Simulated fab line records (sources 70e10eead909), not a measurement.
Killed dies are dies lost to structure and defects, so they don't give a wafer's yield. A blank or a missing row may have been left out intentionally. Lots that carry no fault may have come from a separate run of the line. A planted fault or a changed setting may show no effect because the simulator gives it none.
Chamber matching :: flow nand_harc :: 3 sister chambers for NHARC_A_CHANNEL_HOLE_D1_DEP_01 on pecvd-04
The step deposits SiON, target thk 140 nm. 3 wafers are shown with their chamber, then 7 later ones without.

== EACH WAFER AND ITS CHAMBER ==
wafer: L090.4
chamber: 2
heater_power_w (W): 548

wafer: L091.2
chamber: 0
heater_power_w (W): 841

wafer: L091.3
chamber: 1
heater_power_w (W): 840

== WAFERS WITH NO CHAMBER GIVEN ==
wafer: L091.4
heater_power_w (W): 620

wafer: L094.1
heater_power_w (W): 935

wafer: L094.3
heater_power_w (W): 656

wafer: L094.5
heater_power_w (W): 628

wafer: L095.2
heater_power_w (W): 835

wafer: L095.4
heater_power_w (W): 594

wafer: L095.6
heater_power_w (W): 826

== EACH ONE'S CHAMBER ==
wafer: L091.4
from the rows above: 2
in truth: 2

wafer: L094.1
from the rows above: can't be placed: 0 or 1
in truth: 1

wafer: L094.3
from the rows above: can't be placed: 2 or 1 or 0
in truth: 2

wafer: L094.5
from the rows above: can't be placed: 2 or 1 or 0
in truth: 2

wafer: L095.2
from the rows above: can't be placed: 1 or 0
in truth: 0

wafer: L095.4
from the rows above: 2
in truth: 2

wafer: L095.6
from the rows above: can't be placed: 1 or 0
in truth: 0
Placed correctly: 2 of 7. Cannot be placed on the basis of these rows: 5; the candidates contain the true chamber in 5. 0 placed wrongly.
How it was worked out, from the rows above alone: a wafer's distance from a chamber is the root of the sum, over the readings, of the square of ((its reading less the chamber's mean) divided by the reading's scatter). If the next closest chamber is less than 2 further off than the closest, the wafer can't be placed; otherwise it belongs to the closest. The mean given for a chamber averages the wafers shown for that chamber. The scatter: with one shown wafer a chamber, the root of the mean of the squares of how far each hidden wafer lies from its nearest shown one.
